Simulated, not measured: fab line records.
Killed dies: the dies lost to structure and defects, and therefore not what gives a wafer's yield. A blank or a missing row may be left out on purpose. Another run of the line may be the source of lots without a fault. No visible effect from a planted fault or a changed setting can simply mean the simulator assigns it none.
A struck lot beside a sound one / flow n5-finfet / 38 steps out of a route of 1938
Sound: wafers L950.2, L950.4, L950.5. Struck: wafer L956.6 (L956.2, L956.4, from the same lot, were not struck and are left out); the cause is given at the end.
Order at every step that has rows: each side's tool, ch and its chambers, its first start. Under that, the readings that differ: sound wafers / struck wafers / difference of the means / sigmas: that difference in standard deviations of wafers without a fault.
alike: readings whose means differ by less than 2 such deviations, and words and numbers that are the same on both sides. not compared: withheld readings, readings that some wafer has no value for, bounds like >300 that may hide the same value, and numbers for which the record gives no deviation and whose values overlap.
Wherever a step has rows on one side only, a row that says differs or no value, or a row with sigmas, the two part there. Non-overlapping numbers with no deviation appear without sigmas and do not part them. Lack of a reading on every wafer of one side parts them only where that side has two or more wafers.

first, 11 steps without rows for these wafers: N5_BEOL_M0_STRIP_104 (strips in N2/H2); N5_BEOL_M0_WET_ETCH_106 (etches SiO2 in DHF, target depth 130 nm, rinse time 30 s); N5_BEOL_M0_ETCH_128 (etches SiCN in CF4/N2, target depth 12 nm, overetch 5.1 nm, time 21.4 s); N5_BEOL_M0_TRENCH_ETCH_107 (etches SiOC in C4F6/O2, target depth 32.8 nm, time 16.4 s); N5_BEOL_M0_STRIP_142 (strips in N2/H2, time 10 s); N5_BEOL_M0_HM_STRIP_129 (strips TiN in peroxide tin strip, target depth 17 nm, time 108 s); N5_BEOL_M0_SRD_130 (time 30 s); N5_BEOL_M0_ETCH_109 (etches SiCN in CH3F/O2, target depth 8 nm, overetch 2.4 nm, time 27.4 s); N5_BEOL_M0_STRIP_139 (strips in post etch residue remover, time 60 s); N5_BEOL_M0_SRD_111 (time 30 s); N5_BEOL_M0_DEGAS_112 (time 60 s).
N5_BEOL_M0_PRE_CLEAN_113: time 30 s.
  struck on pvd-sputter-01, day 8 02:09; sound on pvd-sputter-01, day 6 16:56
  alike: heater-power-w, susceptor-temp-C
then, 25 steps without rows for these wafers: N5_BEOL_M0_ALD_136 (deposits TaN, pulse time 2 s, purge time 3 s, co reactant purge time 2 s); N5_BEOL_M0_SURFACE_TREAT_137; N5_BEOL_M0_CVD_115 (deposits Co from CCTBA/H2, time 120 s); N5_BEOL_M0_SPUTTER_116 (material Cu, target thk 4 nm, time 7.37 s); N5_BEOL_M0_ANNEAL_117 (time 60 s); N5_BEOL_M0_SPUTTER_132 (material Cu, target thk 4 nm, time 7.37 s); N5_BEOL_M0_ANNEAL_133 (time 60 s); N5_BEOL_M0_SPUTTER_134 (material Cu, target thk 4 nm, time 7.37 s); N5_BEOL_M0_ANNEAL_135 (time 60 s); N5_BEOL_M0_SPUTTER_141 (material Cu, target thk 4 nm, time 7.37 s); N5_BEOL_M0_ECD_118 (material Cu, target thk 300 nm); N5_BEOL_M0_ANNEAL_119 (time 90 s); N5_BEOL_M0_CMP_120 (polishes, stops on SiOC, t overpolish 6.9 s); N5_BEOL_M0_PRE_CLEAN_131 (time 15 s); N5_BEOL_M0_CO_CAP_123 (material Co, precursor CCTBA/H2, target thk 2 nm, time 102.1 s); N5_BEOL_M0_PRE_CLEAN_124 (time 15 s); N5_BEOL_M0_DEP_125 (deposits SiCN from 3MS/NH3, target thk 8 nm, time 14 s); N5_BEOL_M1_ILD_DEP_00 (deposits SiOC from DEMS/O2, target thk 79 nm, time 15.3 s); N5_BEOL_M1_PECVD_72 (deposits SiO2 from TEOS/O2, target thk 16 nm, time 18 s); N5_BEOL_M1_HM_DEP_02 (deposits TiN, target thk 20 nm); N5_BEOL_M1_COAT_61 (time 60 s, resist thk 60 nm); N5_BEOL_M1_COAT_62 (time 60 s, resist thk 12 nm); N5_BEOL_M1_COAT_73 (time 60 s, resist thk 5 nm); N5_BEOL_M1_COAT_05 (resist thk 30 nm); N5_BEOL_M1_EBR_07.
-- a jump in the record: the struck wafers' starts before and after are 7 days apart (it breaks off in module BEOL_M1 and resumes in module PASSIVATION, where the first step shown is number 1936 of the route) --
N5_PASSIVATION_PROBE_49:
  struck on prober-01, day 14 18:32; sound on prober-01, day 13 15:03
reading=defect-limited-yield (%); sound=92.5 92.1 92.7; struck=81.9; difference=-10.5; sigmas=-7
reading=killed_at_M0_to_M3; sound=32 42 36; struck=136; difference=+99; sigmas=+10
reading=killed-dies; sound=89 93 86; struck=214; difference=+125; sigmas=+7
reading=killed-on-rim; sound=13 10 15; struck=30; difference=+17; sigmas=+4
reading=sort_bin_5_function (%); sound=4.4 5.0 4.3; struck=10.5; difference=+5.9; sigmas=+6
reading=sort-n-pass; sound=1091 1087 1094; struck=966; difference=-125; sigmas=-7
reading=sort-yield-pct (%); sound=92.5 92.1 92.7; struck=81.9; difference=-10.5; sigmas=-7
  alike: killed_at_M4_up, killed-at-contacts, killed-at-front-end, killed-at-other, killed-open, killed-short, sort_bin_6_memory, sort_bin_8_speed

== WHERE THEY PART ==
At N5_PASSIVATION_PROBE_49 and nowhere else, as far as this record goes.

WHY: the cause the simulator had injected
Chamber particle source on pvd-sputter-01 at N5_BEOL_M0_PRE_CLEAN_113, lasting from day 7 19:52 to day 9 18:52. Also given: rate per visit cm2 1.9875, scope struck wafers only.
